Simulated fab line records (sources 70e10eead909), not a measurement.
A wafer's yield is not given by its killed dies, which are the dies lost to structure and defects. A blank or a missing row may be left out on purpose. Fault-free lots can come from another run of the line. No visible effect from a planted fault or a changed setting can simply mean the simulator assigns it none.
fab line records | flow nandHarc
record lots=6 | wafers=18 | lastDay=33
route steps=1302 shown A_ZERO_WELL@406 A_SOURCE_PLATE@413 END@1302
lots with no fault: from the same line, run without faults
startH: hours from the record's opening day to when the first of the lot's shown wafers began | waitH: how many hours have passed since the lot's step before this one | " the same as in the row above | L1.1+2: several wafers, shown together as one row | - no value, or no start was given | * or withheld: withheld | < > ~ a bound
route shown NAME@n: NAME is a module with steps in the file, n the number in the route of the first one | usual: mean and standard deviation over wafers with no fault | same: alike in all rows | chamber/n: place in a boat | sites: per-site readings | _std_site: standard deviation across them | _edge_site: inner sites' mean taken away from outer sites' mean | radiusMm: for every site, how far away it sits from the centre of the wafer | mask NAME#n: copy n | behind: the last tool/chamber to shape the wafer | hold: cause of the lot's hold/its duration in hours/its outcome | device: the n, p or np transistor that did not switch | end of line: the tests these same wafers got at the end of their route | where a step has no rows: the recipe by itself | killed: dies that structure and defects cost at the first sort, which is not the same as the wafer's yield | map: a wafer's dies, marking killed ones x, the rest . and places with no die _
set.NAME: the setting as run; set.NAME@STEP: as run at that earlier step | model.NAME: the simulator's own value behind a step, which no gauge read
lots seen at some steps along the route; tables by step, rows by wafer
services: a tool's chamber out of use, with start hour (startH, from the record's first day; less than 0 if before it), hours out, and reason
## steps
# step NHARC_A_ZERO_WELL_STRIP_14
# recipe timeS=900 | tempC=130 | chemistry=SPM
# step NHARC_A_ZERO_WELL_IMPLANT_15
# recipe energyKev=150 | doseCm2=1e+13 | tiltDeg=7
# step NHARC_A_ZERO_WELL_PRECLEAN_22
# recipe timeS=60 | tempC=50 | bathAgeMin=0 | chemistry=SC1
# step NHARC_A_ZERO_WELL_SRD_23
# step NHARC_A_ZERO_WELL_RTA_16
# recipe tempC=1000 | timeS=10
# usual lampPowerPct=31.9/0.56 | wafer_temp_C_max=1004.1/1
lot.wafer | tool         | chamber | startH | waitH | lampPowerPct | wafer_temp_C_max
L161.1    | rtpAnneal-02 | 0       | 221.89 | -     | 32.6         | 1005.2
L161.3    | "            | 0       | "      | "     | 32.7         | 1005.9
L161.4    | "            | 0       | "      | "     | 32.6         | 1005.6
L171.1    | rtpAnneal-01 | 0       | 322.06 | -     | 31.5         | 1004.5
L171.2    | "            | 0       | "      | "     | 31.5         | 1004.3
L171.6    | "            | 0       | "      | "     | 31.5         | 1003.6
L172.4    | rtpAnneal-02 | 0       | 328.37 | 0.2   | 32.6         | 1002.8
L172.5    | "            | 0       | "      | "     | 32.7         | 1004.1
L172.6    | "            | 0       | "      | "     | 32.6         | 1004.0
L174.1    | rtpAnneal-01 | 0       | 360.81 | 0.1   | 31.4         | 1004.3
L174.2    | "            | 0       | "      | "     | 31.4         | 1003.1
L174.4    | "            | 0       | "      | "     | 31.5         | 1002.7
L175.1    | rtpAnneal-01 | 0       | 363.77 | 0.1   | 31.4         | 1003.9
L175.4    | "            | 0       | "      | "     | 31.4         | 1003.2
L175.5    | "            | 0       | "      | "     | 31.4         | 1003.4
L176.1    | rtpAnneal-01 | 0       | 370.41 | -     | 31.5         | 1004.5
L176.2    | "            | 0       | "      | "     | 31.5         | 1003.2
L176.4    | "            | 0       | "      | "     | 31.5         | 1003.7
# step NHARC_A_ZERO_WELL_INSPECT_17
# usual rawDefectCount=13/6.9
lot.wafer | tool             | chamber | startH | waitH | rawDefectCount
L161.1    | defectInspect-01 | -       | 222.09 | 0.2   | 5
L161.3    | "                | -       | "      | "     | 13
L161.4    | "                | -       | "      | "     | 2
L171.1    | defectInspect-01 | -       | 322.26 | 0.2   | 37
L171.2    | "                | -       | "      | "     | 10
L171.6    | "                | -       | "      | "     | 21
L172.4    | defectInspect-02 | -       | 328.48 | 0.1   | 9
L172.5    | "                | -       | "      | "     | 22
L172.6    | "                | -       | "      | "     | 8
L174.1    | defectInspect-02 | -       | 361.00 | 0.2   | 7
L174.2    | "                | -       | "      | "     | 16
L174.4    | "                | -       | "      | "     | 7
L175.1    | defectInspect-01 | -       | 363.96 | 0.2   | 17
L175.4    | "                | -       | "      | "     | 16
L175.5    | "                | -       | "      | "     | 11
L176.1    | defectInspect-01 | -       | 370.61 | 0.2   | 5
L176.2    | "                | -       | "      | "     | 17
L176.4    | "                | -       | "      | "     | 8
# step NHARC_A_SOURCE_PLATE_PRECLEAN_00
# recipe timeS=60 | chemistry=HF-LAST
# step NHARC_A_SOURCE_PLATE_SRD_01
# step NHARC_A_SOURCE_PLATE_OXIDE_02
# recipe targetThkA=100 | tempC=900 | oxTimeS=1362 | material=SiO2
# step NHARC_A_SOURCE_PLATE_THK_MEAS_09
# recipe thkMeasGauge=ellipsometry
# usual thkNm=9.7/1
lot.wafer | tool         | chamber | startH | waitH | thkNm
L161.1    | filmMetro-01 | -       | 229.39 | 0.4   | 9.3
L161.3    | "            | -       | "      | "     | 9.7
L161.4    | "            | -       | "      | "     | 8.5
L171.1    | filmMetro-01 | -       | 329.46 | 0.4   | 9.6
L171.2    | "            | -       | "      | "     | 9.4
L171.6    | "            | -       | "      | "     | 9.0
L172.4    | filmMetro-01 | -       | 335.79 | 0.4   | 9.3
L172.5    | "            | -       | "      | "     | 7.7
L172.6    | "            | -       | "      | "     | 8.9
L174.1    | filmMetro-01 | -       | 368.28 | 0.4   | 8.3
L174.2    | "            | -       | "      | "     | 11.1
L174.4    | "            | -       | "      | "     | 11.2
L175.1    | filmMetro-02 | -       | 368.28 | 0.4   | 9.8
L175.4    | "            | -       | "      | "     | 8.7
L175.5    | "            | -       | "      | "     | 10.1
L176.1    | filmMetro-01 | -       | 379.35 | 0.4   | 12.3
L176.2    | "            | -       | "      | "     | 9.9
L176.4    | "            | -       | "      | "     | 9.2
# step NHARC_A_SOURCE_PLATE_PVD_04
# recipe targetThkA=500 | material=WSi2
# step NHARC_A_SOURCE_PLATE_CVD_03
# recipe targetThkA=2000 | tempC=620 | pressureMtorr=200 | timeS=4000 | material=poly-Si
# usual pressureMtorr=200.0/0.39 | runLengthS=4002.5/0.38 | spikeTcCentreC=621.4/1.3 | spikeTcLowerC=620.4/1.4 | spikeTcTopC=641.0/2.7 | zonePowerBottomPct=12.3/1.1
lot.wafer | tool         | chamber | startH | waitH | pressureMtorr | runLengthS | spikeTcCentreC | spikeTcLowerC | spikeTcTopC | zonePowerBottomPct
L161.1    | lpcvdPoly-04 | 0       | 232.39 | -     | 200.2         | 4002.6     | 622.0          | 619.3         | 643.7       | 11.5
L161.3    | "            | 0       | "      | "     | 199.9         | 4002.6     | 621.8          | 619.1         | 643.5       | 11.5
L161.4    | "            | 0       | "      | "     | 199.9         | 4002.6     | 623.1          | 617.2         | 642.6       | 11.5
L171.1    | lpcvdPoly-04 | -       | 331.94 | -     | -             | -          | -              | -             | -           | -
L171.2    | "            | -       | "      | "     | -             | -          | -              | -             | -           | -
L171.6    | "            | -       | "      | "     | -             | -          | -              | -             | -           | -
L172.4    | lpcvdPoly-02 | -       | 338.37 | -     | -             | -          | -              | -             | -           | -
L172.5    | "            | -       | "      | "     | -             | -          | -              | -             | -           | -
L172.6    | "            | -       | "      | "     | -             | -          | -              | -             | -           | -
L174.1    | lpcvdPoly-04 | 0       | 370.76 | -     | 199.8         | 4003       | 621.0          | 620.3         | 643.9       | 11.4
L174.2    | "            | 0       | "      | "     | 199.5         | 4003       | 622.0          | 619.4         | 641.0       | 11.5
L174.4    | "            | 0       | "      | "     | 199.7         | 4003       | 622.9          | 619.3         | 642.2       | 11.5
L175.1    | lpcvdPoly-04 | 0       | 370.76 | -     | 199.9         | 4002.4     | 623.2          | 619.7         | 641.2       | 11.7
L175.4    | "            | 0       | "      | "     | 199.3         | 4002.4     | 621.9          | 618.8         | 643.2       | 11.2
L175.5    | "            | 0       | "      | "     | 200.0         | 4002.4     | 622.6          | 619.1         | 641.7       | 11.6
L176.1    | lpcvdPoly-02 | 0       | 381.94 | -     | 200.0         | 4002.1     | 621.9          | 620.3         | 641.3       | 13.4
L176.2    | "            | 0       | "      | "     | 199.6         | 4002.1     | 621.6          | 622.1         | 639.4       | 13.7
L176.4    | "            | 0       | "      | "     | 200.2         | 4002.1     | 620.3          | 619.6         | 640.6       | 13.6
# step NHARC_A_SOURCE_PLATE_ANNEAL_05
# recipe tempC=850 | timeS=1800
# step NHARC_A_SOURCE_PLATE_THK_MEAS_06
# recipe thkMeasGauge=ellipsometry
# usual thkNm=199.5/2.2
lot.wafer | tool         | chamber | startH | waitH | thkNm
L161.1    | filmMetro-02 | -       | 243.36 | 0.4   | 201.7
L161.3    | "            | -       | "      | "     | 200.2
L161.4    | "            | -       | "      | "     | 201.0
L171.1    | filmMetro-01 | -       | 342.44 | 0.4   | 49.6
L171.2    | "            | -       | "      | "     | 47.6
L171.6    | "            | -       | "      | "     | 47.6
L172.4    | filmMetro-01 | -       | 348.78 | 0.4   | 49.4
L172.5    | "            | -       | "      | "     | 49.5
L172.6    | "            | -       | "      | "     | 47.4
L175.1    | filmMetro-01 | -       | 381.37 | 0.4   | 199.3
L175.4    | "            | -       | "      | "     | 201.4
L175.5    | "            | -       | "      | "     | 198.9
L174.1    | filmMetro-01 | -       | 381.37 | 0.4   | 194.3
L174.2    | "            | -       | "      | "     | 195.4
L174.4    | "            | -       | "      | "     | 196.0
L176.1    | filmMetro-01 | -       | 392.77 | 0.4   | 203.1
L176.2    | "            | -       | "      | "     | 198.8
L176.4    | "            | -       | "      | "     | 199.7
# step NHARC_END_SORT_01
# recipe tempC=25
# usual killedAtArray=52/20 | killedAtOther=1.0/1.3 | killedAtPeriphery=3.7/2.2 | killedDies=57/20 | killedOpen=3.2/1.6 | killedShort=2.4/1.6
# same grossDies=677
lot.wafer | tool      | chamber | startH | waitH | killedAtArray | killedAtOther | killedAtPeriphery | killedDies | killedOpen | killedShort
L171.1    | prober-02 | 0       | 747.33 | 2.4   | 672           | 2             | 3                 | 677        | 3          | 4
L171.2    | prober-02 | 0       | 748.12 | 2.7   | 672           | 3             | 2                 | 677        | 2          | 3
L171.6    | prober-02 | 0       | 751.26 | 3.9   | 676           | 0             | 1                 | 677        | 4          | 3
L172.4    | prober-01 | 0       | 763.99 | 3.4   | 670           | 1             | 6                 | 677        | 4          | 4
L172.5    | prober-01 | 0       | 764.79 | 3.7   | 671           | 2             | 4                 | 677        | 2          | 3
L172.6    | prober-01 | 0       | 765.60 | 4.0   | 671           | 1             | 5                 | 677        | 4          | 3
# killed by level:class
L171.1 A_SOURCE_PLATE:areaCvd=629 A_CHANNEL_HOLE_D2:chamberFilmFlake=16 A_CHANNEL_HOLE_D1:chamberFilmFlake=7 A_SLIT:chamberFilmFlake=5 A_CONTACT:chamberFilmFlake=4 A_M1:chamberFilmFlake=3 A_ONON_D1:geometricParticle:short=2 THIN_TSV:chamberFilmFlake=2
L171.2 A_SOURCE_PLATE:areaCvd=621 A_CHANNEL_HOLE_D2:chamberFilmFlake=24 A_CHANNEL_HOLE_D1:chamberFilmFlake=10 A_SLIT:chamberFilmFlake=6 A_CONTACT:chamberFilmFlake=5 THIN_TSV:chamberFilmFlake=3 A_CHANNEL_FILL_D1:chamberFilmFlake=2 P_GATE:geometricParticle:short=1
L171.6 A_SOURCE_PLATE:areaCvd=632 A_CHANNEL_HOLE_D2:chamberFilmFlake=18 A_CHANNEL_HOLE_D1:chamberFilmFlake=7 A_CHANNEL_FILL_D1:chamberFilmFlake=4 A_CONTACT:chamberFilmFlake=4 A_ONON_D1:geometricParticle:open=2 A_STAIRCASE:chamberFilmFlake=2 P_M0:geometricParticle:short=1
L172.4 A_SOURCE_PLATE:areaCvd=595 A_SLIT:chamberFilmFlake=31 A_CHANNEL_HOLE_D1:chamberFilmFlake=26 A_CONTACT:chamberFilmFlake=12 P_CONTACT:geometricParticle:open=2 P_GATE:chamberFilmFlake=2 P_GATE:geometricParticle:open=1 A_ONON_D1:geometricParticle:short=1
L172.5 A_SOURCE_PLATE:areaCvd=598 A_SLIT:chamberFilmFlake=34 A_CHANNEL_HOLE_D1:chamberFilmFlake=29 A_CONTACT:chamberFilmFlake=5 P_GATE:chamberFilmFlake=2 THIN_TSV:chamberFilmFlake=2 P_M2:geometricParticle:open=1 A_ONON_D1:geometricParticle:open=1
L172.6 A_SOURCE_PLATE:areaCvd=584 A_SLIT:chamberFilmFlake=34 A_CHANNEL_HOLE_D1:chamberFilmFlake=28 A_CONTACT:chamberFilmFlake=13 A_WL_FILL:geometricParticle:short=3 A_STAIRCASE:chamberFilmFlake=3 A_CHANNEL_FILL_D2:geometricParticle:open=2 P_GATE:chamberFilmFlake=2
# map L171.1 (x killed, . not)
____________x____________
_________xxxxxxx_________
_______xxxxxxxxxxx_______
______xxxxxxxxxxxxx______
_____xxxxxxxxxxxxxxx_____
____xxxxxxxxxxxxxxxxx____
____xxxxxxxxxxxxxxxxx____
___xxxxxxxxxxxxxxxxxxx___
___xxxxxxxxxxxxxxxxxxx___
__xxxxxxxxxxxxxxxxxxxxx__
__xxxxxxxxxxxxxxxxxxxxx__
_xxxxxxxxxxxxxxxxxxxxxxx_
_xxxxxxxxxxxxxxxxxxxxxxx_
_xxxxxxxxxxxxxxxxxxxxxxx_
_xxxxxxxxxxxxxxxxxxxxxxx_
_xxxxxxxxxxxxxxxxxxxxxxx_
xxxxxxxxxxxxxxxxxxxxxxxxx
xxxxxxxxxxxxxxxxxxxxxxxxx
xxxxxxxxxxxxxxxxxxxxxxxxx
xxxxxxxxxxxxxxxxxxxxxxxxx
xxxxxxxxxxxxxxxxxxxxxxxxx
_xxxxxxxxxxxxxxxxxxxxxxx_
_xxxxxxxxxxxxxxxxxxxxxxx_
_xxxxxxxxxxxxxxxxxxxxxxx_
_xxxxxxxxxxxxxxxxxxxxxxx_
_xxxxxxxxxxxxxxxxxxxxxxx_
__xxxxxxxxxxxxxxxxxxxxx__
__xxxxxxxxxxxxxxxxxxxxx__
___xxxxxxxxxxxxxxxxxxx___
___xxxxxxxxxxxxxxxxxxx___
____xxxxxxxxxxxxxxxxx____
____xxxxxxxxxxxxxxxxx____
_____xxxxxxxxxxxxxxx_____
______xxxxxxxxxxxxx______
_______xxxxxxxxxxx_______
_________xxxxxxx_________
____________x____________
# map L172.4 (x killed, . not)
____________x____________
_________xxxxxxx_________
_______xxxxxxxxxxx_______
______xxxxxxxxxxxxx______
_____xxxxxxxxxxxxxxx_____
____xxxxxxxxxxxxxxxxx____
____xxxxxxxxxxxxxxxxx____
___xxxxxxxxxxxxxxxxxxx___
___xxxxxxxxxxxxxxxxxxx___
__xxxxxxxxxxxxxxxxxxxxx__
__xxxxxxxxxxxxxxxxxxxxx__
_xxxxxxxxxxxxxxxxxxxxxxx_
_xxxxxxxxxxxxxxxxxxxxxxx_
_xxxxxxxxxxxxxxxxxxxxxxx_
_xxxxxxxxxxxxxxxxxxxxxxx_
_xxxxxxxxxxxxxxxxxxxxxxx_
xxxxxxxxxxxxxxxxxxxxxxxxx
xxxxxxxxxxxxxxxxxxxxxxxxx
xxxxxxxxxxxxxxxxxxxxxxxxx
xxxxxxxxxxxxxxxxxxxxxxxxx
xxxxxxxxxxxxxxxxxxxxxxxxx
_xxxxxxxxxxxxxxxxxxxxxxx_
_xxxxxxxxxxxxxxxxxxxxxxx_
_xxxxxxxxxxxxxxxxxxxxxxx_
_xxxxxxxxxxxxxxxxxxxxxxx_
_xxxxxxxxxxxxxxxxxxxxxxx_
__xxxxxxxxxxxxxxxxxxxxx__
__xxxxxxxxxxxxxxxxxxxxx__
___xxxxxxxxxxxxxxxxxxx___
___xxxxxxxxxxxxxxxxxxx___
____xxxxxxxxxxxxxxxxx____
____xxxxxxxxxxxxxxxxx____
_____xxxxxxxxxxxxxxx_____
______xxxxxxxxxxxxx______
_______xxxxxxxxxxx_______
_________xxxxxxx_________
____________x____________
## services
tool         | chamber | startH | hours | kind
lpcvdPoly-02 | -       | 208.05 | 26.0  | pm
rtpAnneal-01 | -       | 372.00 | 12.0  | pm
## key
firstSign step=NHARC_A_SOURCE_PLATE_CVD_03 | reading=toolRecord | direction=missing
effect step=NHARC_A_SOURCE_PLATE_THK_MEAS_06 | reading=thkNm | direction=down | sigmas=69 | usual=199.5 | struck=48.5
effect step=NHARC_END_SORT_01 | reading=killedAtArray | direction=up | sigmas=31 | usual=52 | struck=672
moreKillsBornAt NHARC_A_SOURCE_PLATE_CVD_03@lpcvdPoly-04=1882 | NHARC_A_SOURCE_PLATE_CVD_03@lpcvdPoly-02=1777
metAt NHARC_A_SOURCE_PLATE_CVD_03
struckWafers L171.1,L171.2,L171.6,L172.4,L172.5,L172.6
laterRowsLeftOut L171.1,L171.2,L171.6,L172.4,L172.5,L172.6
testerLeftOut L171,L172
onsetBetween 232.39 331.94
fault kind=skippedStepWhole | tool=lpcvdPoly-02,lpcvdPoly-04 | chamber=- | onsetH=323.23 | steps=NHARC_A_SOURCE_PLATE_CVD_03 | scope=struckLotsOnly
# testerLeftOut: of these lots the tester's yield and bins aren't shown, on N5 and GAA mostly nor the transistor test; their killed dies are dies lost to structure and defects alone, not to doping, threshold or leakage, so they don't give the yield
# laterRowsLeftOut: the simulator's readings of these wafers behind a module that went badly wrong aren't trusted and aren't shown, but for the sort
